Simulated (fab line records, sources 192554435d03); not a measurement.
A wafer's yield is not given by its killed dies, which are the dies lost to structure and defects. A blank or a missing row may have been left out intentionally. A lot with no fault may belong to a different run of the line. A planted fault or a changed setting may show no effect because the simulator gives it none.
Code-filled problem report in 8D (eight disciplines) form :: flow n5 finfet :: the parts of the form that need people (team, actions taken, sign-off) are left out

## 1. THE PROBLEM
At N5_BEOL_M14_CMP_49, barrier field endpoint s averages 13.78 s over 5 wafers from 3 lots, while fault-free wafers read 11.33 s, standard deviation 0.3. Relative to the usual mean, that is a shift of +8.2 standard deviations.
The step: polishes, stops on SiO2, t overpolish 5.2 s, target thk 560 nm.
Seen first at day 12 17:37 on cmp-01, wafer L663.1. The record has a number at this step for 30 wafers belonging to 10 lots. The rule behind "out" and "out of limits": a value lying over 4 standard deviations away from the usual mean. Any other wafer with a number is counted as sound.

## 2. WHAT IT IS; WHAT IT IS NOT
question: which readings at this step
is: barrier field endpoint s
is not: head pressure psi, motor current A, slurry flow ml min

question: which lots
is: L663, L666, L668
is not: L659, L660, L664, L677, L678, L679, L680

question: which wafers of those lots
is: L663.1, L666.1, L666.3, L668.3, L668.4
is not: L663.2, L663.6, L666.6, L668.5

question: read on which tools
is: cmp-01, cmp-03
is not: cmp-04

question: when
is: from day 12 17:37
is not: up to then (8 sound wafers); but 17 sound wafers of L664, L666, L668, L677, L678, L679, L680 came after

## 3. SUSPECTS, AND WHAT RULES EACH OUT
Counting: any tool at a process step up to the reading remains a suspect provided it ran every lot that is out. Sound lots after the first of them don't rule it out here, since some wafers of a struck lot are sound.
- pvd sputter-03 at N5_BEOL_M14_PRE_CLEAN_42 (time 30 s): kept. It ran every lot that is out, first L663 (day 12 16:25).
- pvd sputter-03 at N5_BEOL_M14_SPUTTER_44 (material Ta, target thk 15 nm, time 24.19 s): kept. It ran every lot that is out, first L663 (day 12 16:32).
After counting, pvd sputter-03 at N5_BEOL_M14_PRE_CLEAN_42 and pvd sputter-03 at N5_BEOL_M14_SPUTTER_44 remain.

## 4. THE CAUSE (what the simulator had put in)
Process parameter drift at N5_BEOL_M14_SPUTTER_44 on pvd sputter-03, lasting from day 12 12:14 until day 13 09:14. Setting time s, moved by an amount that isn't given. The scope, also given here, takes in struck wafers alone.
Counting leaves 2 suspects; this tool is one of them.

## 5. SEQUENCE OF EFFECTS, ordered by route
One row per reading whose mean, taken over the struck wafers that have a number, lies over 3 standard deviations from the usual. Only readings whose record carries a usual standard deviation are examined. hours: median over the lots of the time between each lot's start at the first step of this table that gives one and its start at this step. sigmas: the change, counted in usual standard deviations.
hours: 0
step: N5_BEOL_M14_CMP_49
reading: barrier field endpoint s
usual: 11.33 s
on struck wafers: 13.78
change: +2.45
sigmas: +8.2
Process steps it contains:
- N5_BEOL_M14_CMP_49: polishes, stops on SiO2, t overpolish 5.2 s, target thk 560 nm.
Later measuring or inspecting steps at which every struck wafer that the step has a row for has a number for every such reading, and none has moved that far: N5_BEOL_M15_THK_MEAS_01.

## 6. WHAT WOULD HAVE CAUGHT IT SOONER
The fault began at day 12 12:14; the first out-of-limits reading in this record came at day 12 17:37, 5 hours later.
No tool reading at N5_BEOL_M14_SPUTTER_44 that has a usual standard deviation in the record was out on any struck wafer, so an alarm limit of 4 standard deviations on those readings would not have fired.
Among the 3 lots that are out, L666, L668 began N5_BEOL_M14_SPUTTER_44 on pvd sputter-03 after day 12 17:37. A hold on the tool at that time would have spared those 2.
